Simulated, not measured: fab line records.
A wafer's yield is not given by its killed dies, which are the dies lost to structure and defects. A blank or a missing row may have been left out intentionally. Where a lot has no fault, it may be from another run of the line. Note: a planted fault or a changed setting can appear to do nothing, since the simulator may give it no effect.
Chamber matching + flow nand-harc + ald-metal-04 running NHARC_A_WL_FILL_ALD_19: 4 sister chambers
The step deposits TiN, target thk 2 nm, pulse time 3 s, ald cycles 100. 8 wafers are shown with their chamber, then 10 later ones without.

## WAFERS PAIRED WITH THEIR CHAMBERS
| wafer  | chamber | heater-power-w (W) | precursor-pulse-height-rel |
|--------|---------|--------------------|----------------------------|
| L082.3 | 1       | 1173               | 0.997                      |
| L082.6 | 2       | 1205               | 1.036                      |
| L088.1 | 3       | 879                | 1.018                      |
| L086.3 | 1       | 1112               | 1.008                      |
| L086.4 | 0       | 1043               | 1.027                      |
| L086.5 | 3       | 914                | 0.981                      |
| L093.1 | 2       | 1218               | 0.986                      |
| L093.5 | 0       | 1032               | 0.996                      |

## WAFERS WITHOUT THEIR CHAMBER
| wafer  | heater-power-w (W) | precursor-pulse-height-rel |
|--------|--------------------|----------------------------|
| L093.6 | 887                | 1.016                      |
| L094.1 | 852                | 0.993                      |
| L094.4 | 1051               | 1.028                      |
| L094.6 | 877                | 0.999                      |
| L092.1 | 1020               | 0.990                      |
| L092.2 | 1125               | 0.985                      |
| L092.4 | 1162               | 1.016                      |
| L097.2 | 879                | 0.982                      |
| L097.3 | 1055               | 0.991                      |
| L097.5 | 891                | 1.005                      |

## THE CHAMBER EACH PASSED THROUGH
| wafer  | from the rows above     | in truth |
|--------|-------------------------|----------|
| L093.6 | 3                       | 3        |
| L094.1 | 3                       | 3        |
| L094.4 | 0                       | 0        |
| L094.6 | 3                       | 3        |
| L092.1 | 0                       | 0        |
| L092.2 | 1                       | 1        |
| L092.4 | can't be placed: 1 or 2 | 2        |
| L097.2 | 3                       | 3        |
| L097.3 | 0                       | 0        |
| L097.5 | 3                       | 3        |
Correctly placed: 9 of 10. These rows do not allow placing 1 (true chamber among the candidates in 1). 0 placed wrongly.
How it was worked out, from the rows above alone: a wafer's distance from a chamber is the root of the sum, over the readings, of the square of ((its reading less the chamber's mean) divided by the reading's scatter). If the next closest chamber is less than 2 further off than the closest, the wafer can't be placed; otherwise it belongs to the closest. The mean given for a chamber averages the wafers shown for that chamber. How the scatter is found: for the shown wafers, subtract from each reading the mean of its chamber, square and add these, divide the total by (wafers less chambers), then take the root.
